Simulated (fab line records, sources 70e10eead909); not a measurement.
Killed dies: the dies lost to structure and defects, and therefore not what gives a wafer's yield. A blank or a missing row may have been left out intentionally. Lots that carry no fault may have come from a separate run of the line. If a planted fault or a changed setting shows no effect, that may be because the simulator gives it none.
fab line records    flow nand_harc
record: lots: 13  wafers: 39  last_day: 32
route steps=1302 shown A_CHANNEL_FILL_D1@507 A_DECK1_JOINT@542 A_ONON_D2@546 END@1302
lots that met no fault: from a run of the same line without faults
start_h: start of the lot's first displayed wafer, in hours after the record's first day    wait_h: hours since the lot's step before    " the same as in the row above    L1.1+2: a single row standing in for several wafers    - value missing, or start not given    * or withheld: withheld    < > ~ a bound
route shown NAME@n: a module of which the file shows steps, and the number in the route of the first    usual: mean/standard deviation taken from wafers without a fault    same: alike in all rows    chamber/n: place in a boat    sites: readings site by site    _std_site: standard deviation of those values    _edge_site: the outer-site mean with the inner-site mean subtracted    radius_mm: how far each site lies from the wafer's centre    mask NAME#n: copy n    behind: the tool/chamber that last shaped the wafer    hold: what put the lot on hold/how long, in hours/how the hold closed    device: which transistor (n, p or np) failed to switch    end of line: tests of these same wafers at the route's end    a step without rows: its recipe alone    killed: dies lost to structure and defects at the first sort, not the wafer's yield    map: a wafer's dies, x killed, . not, _ none there
set.NAME: setting as actually run; set.NAME@STEP: the setting as run at that earlier step    model.NAME: the simulator's own value behind a step, which no gauge read
the route's steps for a sample of lots (tables are steps, rows are wafers)
services: from which hour (start_h, from the record's first day; less than 0 if before it) a tool's chamber was out of use, for how many hours, and why
== steps ==
step: NHARC_A_CHANNEL_FILL_D1_ALD_25
recipe: target_thk_a: 600  pulse_time_s: 10  ald_cycles: 600  temp_c: 300  material: SiOx
usual: heater_power_w: 470/31  precursor_pulse_height_rel: 0.998/0.022  susceptor_temp_C: 300.00/0.18
lot.wafer  tool       chamber  start_h  wait_h  heater_power_w  precursor_pulse_height_rel  susceptor_temp_C
L643.3     ald_hk-02  0        223.81   0.7     543             0.982                       299.65
L643.1     "          1        "        "       438             0.975                       299.75
L643.5     "          3        225.64   2.5     412             0.997                       300.23
L645.2     ald_hk-01  3        244.28   0.1     509             1.012                       299.75
L645.4     "          1        245.50   1.3     449             0.989                       299.97
L645.6     "          3        246.73   2.5     498             0.987                       299.93
L646.4     ald_hk-02  3        258.81   0.7     405             1.016                       299.97
L646.5     "          2        260.68   2.5     518             1.013                       300.34
L646.6     "          3        "        "       416             0.987                       300.10
L647.1     ald_hk-03  0        264.22   0.1     479             1.019                       299.95
L647.3     "          3        266.06   1.9     471             0.952                       299.99
L647.6     "          0        "        "       485             1.021                       300.11
L648.3     ald_hk-01  2        264.85   0.7     458             0.984                       300.02
L648.6     "          1        266.71   2.5     451             1.007                       299.39
L648.5     "          2        "        "       451             0.977                       299.83
L649.2     ald_hk-03  0        281.02   0.1     482             0.991                       300.30
L649.3     "          2        282.24   1.3     466             1.064                       299.85
L649.1     "          3        "        "       485             0.991                       299.85
L650.4     ald_hk-03  2        298.69   0.0     478             0.961                       299.90
L650.2     "          1        300.53   1.9     430             0.971                       299.83
L650.5     "          2        "        "       461             1.004                       299.76
L651.2     ald_hk-01  1        312.75   1.3     455             1.028                       -
L651.5     "          3        313.96   2.5     518             0.993                       -
L651.6     "          0        "        "       444             0.984                       -
L654.1     ald_hk-01  0        336.93   0.7     451             0.999                       -
L654.3     "          1        "        "       455             0.984                       -
L654.2     "          2        "        "       487             0.997                       -
L655.1     ald_hk-03  2        345.85   0.1     464             0.990                       300.44
L655.4     "          3        "        "       487             1.019                       300.05
L655.3     "          0        "        "       489             1.045                       299.87
L660.4     ald_hk-01  0        391.48   2.8     441             0.978                       -
L660.2     "          1        "        "       470             1.017                       -
L660.5     "          0        393.89   5.2     448             1.013                       -
L663.2     ald_hk-01  3        432.55   0.7     505             0.996                       300.16
L663.5     "          2        434.40   2.5     456             1.005                       300.08
L663.6     "          3        "        "       502             0.971                       300.14
L665.1     ald_hk-03  3        445.09   1.1     497             0.988                       299.87
L665.4     "          1        446.35   2.4     441             0.988                       299.93
L665.3     "          2        "        "       493             0.980                       299.83
step: NHARC_A_DECK1_JOINT_DEP_16
recipe: target_thk_a: 450  temp_c: 400  pressure_torr: 6.5  rf_w: 900  teos_flow_sccm: 161.4  flow_sccm: 2650  target_thk_nm: 45  gas: O2  material: SiO2
usual: flow_sccm: 2651/7.7  heater_power_w: 545/77  rf_fwd_power_W: 895.8/2.9  susceptor_temp_C: 399.98/0.21  throttle_valve_pct: 16.0/0.39
lot.wafer  tool      chamber  start_h  wait_h  flow_sccm  heater_power_w  rf_fwd_power_W  susceptor_temp_C  throttle_valve_pct
L643.3     pecvd-03  1        271.99   0.1     2658       455             892.6           399.59            16.6
L643.1     "         0        "        "       2649       554             895.4           400.09            15.6
L643.5     "         2        "        "       2647       473             896.7           399.84            15.5
L645.2     pecvd-03  0        288.86   0.1     2658       451             896.7           400.01            15.6
L645.6     "         1        "        "       2645       453             897.9           399.70            16.8
L645.4     "         2        "        "       2662       652             897.5           400.09            15.7
L646.6     pecvd-03  1        301.32   0.2     2648       475             895.5           399.94            16.5
L646.5     "         2        "        "       2656       518             893.2           399.71            15.8
L646.4     "         0        "        "       2642       487             893.9           399.57            15.6
L647.3     pecvd-04  0        308.32   0.1     2648       527             895.7           400.21            15.7
L647.1     "         2        "        "       2634       611             892.9           399.92            16.0
L647.6     "         2        "        "       2650       589             893.2           400.19            16.2
L648.3     pecvd-03  2        308.38   0.1     2647       516             897.8           399.94            15.8
L648.5     "         0        "        "       2647       544             894.4           400.01            15.8
L648.6     "         1        "        "       2651       469             894.4           399.80            16.4
L649.3     pecvd-04  0        324.57   0.1     2659       573             899.9           399.78            16.0
L649.1     "         1        "        "       2635       524             897.7           399.85            15.4
L649.2     "         2        "        "       2662       588             892.8           399.81            16.0
L650.2     pecvd-04  2        344.55   0.1     2659       696             894.9           399.94            16.2
L650.5     "         0        "        "       2650       603             896.1           399.89            15.7
L650.4     "         1        "        "       2646       535             896.6           400.20            15.6
L651.2     pecvd-04  0        357.93   0.1     2648       520             893.7           400.24            15.9
L651.5     "         1        "        "       2667       517             900.8           399.98            15.7
L651.6     "         0        "        "       2648       544             897.9           400.30            16.1
L654.1     pecvd-04  0        385.39   0.1     2650       713             896.3           400.00            16.0
L654.2     "         1        "        "       2653       416             902.9           400.16            15.6
L654.3     "         2        "        "       2651       667             897.2           400.14            16.1
L655.3     pecvd-04  2        391.98   0.1     2640       612             895.4           400.10            16.2
L655.1     "         1        "        "       2643       446             894.6           400.31            15.8
L655.4     "         1        "        "       2638       469             895.8           400.53            15.7
L660.2     pecvd-03  0        440.49   0.1     2654       545             899.8           399.86            15.7
L660.5     "         0        "        "       2659       550             899.4           399.67            15.7
L660.4     "         1        "        "       2653       396             898.5           400.08            16.9
L663.2     pecvd-03  2        476.74   0.1     2662       641             895.6           400.13            15.9
L663.5     "         0        "        "       2653       515             894.3           399.70            16.0
L663.6     "         2        "        "       2649       652             891.8           399.96            16.1
L665.1     pecvd-04  1        489.18   0.1     2653       484             898.8           399.70            15.4
L665.3     "         2        "        "       2648       617             894.8           399.95            16.6
L665.4     "         0        "        "       2659       655             897.5           400.13            15.6
step: NHARC_A_ONON_D2_THK_MEAS_02
recipe: thk_meas_gauge: ellipsometry
usual: thk_nm: 1000/9.2
lot.wafer  tool           chamber  start_h  wait_h  thk_nm
L643.1     film_metro-02  -        272.91   -       996
L643.3     "              -        "        "       995
L643.5     "              -        "        "       995
L645.2     film_metro-01  -        289.76   -       1003
L645.4     "              -        "        "       1003
L645.6     "              -        "        "       1004
L646.4     film_metro-01  -        302.13   -       1007
L646.5     "              -        "        "       1006
L646.6     "              -        "        "       1009
L648.3     film_metro-01  -        309.22   -       988
L648.5     "              -        "        "       987
L648.6     "              -        "        "       988
L647.1     film_metro-02  -        309.22   -       1018
L647.3     "              -        "        "       1016
L647.6     "              -        "        "       1015
L649.1     film_metro-01  -        325.47   -       981
L649.2     "              -        "        "       984
L649.3     "              -        "        "       983
L650.2     film_metro-02  -        345.43   -       989
L650.4     "              -        "        "       993
L650.5     "              -        "        "       991
L651.2     film_metro-02  -        358.77   -       999
L651.5     "              -        "        "       997
L651.6     "              -        "        "       998
L654.1     film_metro-01  -        386.29   -       1017
L654.2     "              -        "        "       1015
L654.3     "              -        "        "       1017
L655.1     film_metro-02  -        392.88   -       993
L655.3     "              -        "        "       993
L655.4     "              -        "        "       991
L660.2     film_metro-01  -        441.51   -       1010
L660.4     "              -        "        "       1011
L660.5     "              -        "        "       1009
L663.2     film_metro-01  -        477.57   -       996
L663.5     "              -        "        "       995
L663.6     "              -        "        "       997
L665.1     film_metro-02  -        490.05   -       989
L665.3     "              -        "        "       991
L665.4     "              -        "        "       992
step: NHARC_A_ONON_D2_DEP_28
recipe: target_thk_a: 10000  n2_flow_sccm: 2750  n2o_flow_sccm: 2000  nh3_flow_sccm: 500  sih4_flow_sccm: 210  temp_c: 400
usual: susceptor_temp_C: 400.01/0.23
lot.wafer  tool           chamber  start_h  wait_h  susceptor_temp_C
L643.1     pecvd_onon-04  0        286.70   0.1     399.83
L643.3     "              0        "        "       399.92
L643.5     "              0        "        "       400.00
L645.2     pecvd_onon-02  0        301.90   0.1     400.26
L645.4     "              0        "        "       400.04
L645.6     "              0        "        "       400.31
L646.4     pecvd_onon-01  0        314.22   0.2     400.27
L646.5     "              0        "        "       400.21
L646.6     "              0        "        "       400.12
L647.1     pecvd_onon-02  0        320.65   0.1     400.23
L647.3     "              0        "        "       399.91
L647.6     "              0        "        "       400.13
L648.3     pecvd_onon-01  0        320.76   0.2     399.87
L648.5     "              0        "        "       399.63
L648.6     "              0        "        "       400.09
L649.1     pecvd_onon-04  0        337.50   0.1     400.10
L649.2     "              0        "        "       400.10
L649.3     "              0        "        "       400.05
L650.2     pecvd_onon-04  0        356.95   0.1     400.19
L650.4     "              0        "        "       400.33
L650.5     "              0        "        "       400.31
L651.2     pecvd_onon-01  0        370.55   0.1     399.78
L651.5     "              0        "        "       399.87
L651.6     "              0        "        "       399.73
L654.1     pecvd_onon-01  0        397.71   0.1     400.41
L654.2     "              0        "        "       400.07
L654.3     "              0        "        "       399.93
L655.1     pecvd_onon-01  0        404.29   0.1     399.51
L655.3     "              0        "        "       399.75
L655.4     "              0        "        "       400.01
L660.2     pecvd_onon-04  0        453.99   0.1     399.80
L660.4     "              0        "        "       400.16
L660.5     "              0        "        "       400.26
L663.2     pecvd_onon-04  0        488.99   0.1     400.36
L663.5     "              0        "        "       400.96
L663.6     "              0        "        "       400.47
L665.1     pecvd_onon-02  0        502.10   0.1     399.68
L665.3     "              0        "        "       399.85
L665.4     "              0        "        "       399.54
step: NHARC_A_ONON_D2_THK_MEAS_30
recipe: thk_meas_gauge: ellipsometry
usual: thk_nm: 998/13
lot.wafer  tool           chamber  start_h  wait_h  hold                      thk_nm
L643.1     film_metro-02  -        287.20   -       -                         1011
L643.3     "              -        "        "       -                         1012
L643.5     "              -        "        "       -                         1010
L645.2     film_metro-02  -        302.36   -       -                         1016
L645.4     "              -        "        "       -                         1016
L645.6     "              -        "        "       -                         1017
L646.4     film_metro-02  -        314.56   -       -                         1012
L646.5     "              -        "        "       -                         1010
L646.6     "              -        "        "       -                         1011
L648.3     film_metro-01  -        321.15   -       -                         1012
L648.5     "              -        "        "       -                         1010
L648.6     "              -        "        "       -                         1011
L647.1     film_metro-01  -        321.16   -       -                         982
L647.3     "              -        "        "       -                         980
L647.6     "              -        "        "       -                         980
L649.1     film_metro-01  -        338.00   -       -                         1004
L649.2     "              -        "        "       -                         1004
L649.3     "              -        "        "       -                         1004
L650.2     film_metro-02  -        357.40   -       -                         973
L650.4     "              -        "        "       -                         972
L650.5     "              -        "        "       -                         974
L651.2     film_metro-02  -        371.01   -       -                         1014
L651.5     "              -        "        "       -                         1017
L651.6     "              -        "        "       -                         1016
L654.1     film_metro-02  -        398.22   -       -                         1007
L654.2     "              -        "        "       -                         1007
L654.3     "              -        "        "       -                         1008
L655.1     film_metro-01  -        404.79   -       -                         993
L655.3     "              -        "        "       -                         994
L655.4     "              -        "        "       -                         992
L660.2     film_metro-02  -        454.44   -       await_dispo/0.2h/release  372
L660.4     "              -        "        "       await_dispo/0.2h/release  372
L660.5     "              -        "        "       await_dispo/0.2h/release  372
L660.2     film_metro-02  -        454.61   0.2     -                         372
L660.4     "              -        "        "       -                         373
L660.5     "              -        "        "       -                         372
L663.2     film_metro-02  -        489.45   -       await_dispo/0.2h/release  409
L663.5     "              -        "        "       await_dispo/0.2h/release  405
L663.6     "              -        "        "       await_dispo/0.2h/release  408
L663.2     film_metro-02  -        489.62   0.2     -                         407
L663.5     "              -        "        "       -                         407
L663.6     "              -        "        "       -                         407
L665.1     film_metro-01  -        502.61   -       -                         1011
L665.3     "              -        "        "       -                         1012
L665.4     "              -        "        "       -                         1012
step: NHARC_END_SORT_01
recipe: temp_c: 25
usual: defect_limited_yield: 90.1/2.6  killed_at_array: 63/17  killed_at_other: 0.8/1.1  killed_at_periphery: 3.5/3  killed_dies: 67/17  killed_open: 3.1/1.6  killed_short: 2.6/1.4
same: gross_dies: 677
lot.wafer  tool       chamber  start_h  wait_h  defect_limited_yield[%]  killed_at_array  killed_at_other  killed_at_periphery  killed_dies  killed_open  killed_short
L655.1     prober-02  0        675.75   2.5     92.3                     49               0                3                    52           2            2
L655.3     prober-02  0        677.33   3.1     93.8                     35               0                7                    42           4            3
L655.4     prober-02  0        678.12   3.4     91.1                     50               2                8                    60           5            2
killed by level:class
L655.1 A_CHANNEL_HOLE_D2:chamber_film_flake=19 A_CHANNEL_HOLE_D1:chamber_film_flake=10 A_CONTACT:chamber_film_flake=7 A_WL_FILL:chamber_film_flake=3 P_ZERO_WELL:chamber_film_flake=2 A_STAIRCASE:chamber_film_flake=2 A_M1:chamber_film_flake=2 A_DECK1_JOINT:geometric_particle:open=1
L655.3 A_CHANNEL_HOLE_D2:chamber_film_flake=19 P_GATE:chamber_film_flake=3 A_CHANNEL_HOLE_D1:chamber_film_flake=3 A_DECK1_JOINT:geometric_particle:short=2 P_ZERO_WELL:chamber_film_flake=2 A_SLIT:chamber_film_flake=2 A_M1:chamber_film_flake=2 P_CONTACT:geometric_particle:open=1
L655.4 A_CHANNEL_HOLE_D2:chamber_film_flake=20 A_CHANNEL_HOLE_D1:chamber_film_flake=9 P_GATE:chamber_film_flake=5 A_CONTACT:chamber_film_flake=4 P_ZERO_WELL:chamber_film_flake=3 A_CHANNEL_FILL_D1:chamber_film_flake=3 A_ONON_D1:geometric_particle:open=2 A_STAIRCASE:chamber_film_flake=2
== services ==
tool           chamber  start_h  hours  kind
pecvd_onon-04  -        211.70   2.9    repair
ald_hk-03      -        212.45   10.0   pm
pecvd-03       -        256.79   0.4    repair
pecvd_onon-01  -        269.00   13.0   pm
pecvd-04       -        269.12   13.0   pm
pecvd-04       0        269.12   13.0   vent_cycle
pecvd-04       1        269.12   13.0   vent_cycle
pecvd-04       2        269.12   13.0   vent_cycle
ald_hk-01      -        296.00   10.0   pm
pecvd-04       -        298.80   0.3    repair
pecvd_onon-04  -        311.28   13.0   pm
ald_hk-02      -        350.84   10.0   pm
pecvd-03       -        366.03   13.0   pm
pecvd_onon-02  -        366.18   13.0   pm
ald_hk-01      -        371.88   1.0    repair
ald_hk-03      -        390.69   10.0   pm
pecvd-03       -        410.01   1.5    repair
ald_hk-03      -        421.69   0.7    repair
pecvd-04       1        431.21   6.5    repair
pecvd_onon-01  -        450.00   13.0   pm
pecvd-04       -        450.17   13.0   pm
pecvd-04       -        469.02   0.7    repair
ald_hk-01      -        474.00   10.0   pm
pecvd_onon-04  -        492.28   13.0   pm
== key ==
first_sign: step: NHARC_A_ONON_D2_THK_MEAS_30  reading: visit  direction: added
effect: step: NHARC_A_ONON_D2_THK_MEAS_30  reading: thk_nm  direction: down  sigmas: 48  usual: 998  struck: 390
met_at NHARC_A_ONON_D2_DEP_28
struck_lots L660,L663
scrapped_behind NHARC_A_ONON_D2_THK_MEAS_30 L660.2,L660.4,L660.5,L663.2,L663.5,L663.6
not_acting_at NHARC_A_CHANNEL_FILL_D1_ALD_25,NHARC_A_DECK1_JOINT_DEP_16,NHARC_A_ONON_D2_THK_MEAS_02
onset_between 356.95 453.99
fault: kind: process_parameter_drift  tool: pecvd_onon-04  chamber: -  onset_h: 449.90  steps: NHARC_A_ONON_D2_DEP_28  channel: target_thk_a  offset: *  shape: step  end_h: 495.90  acts_in: *  stated: *
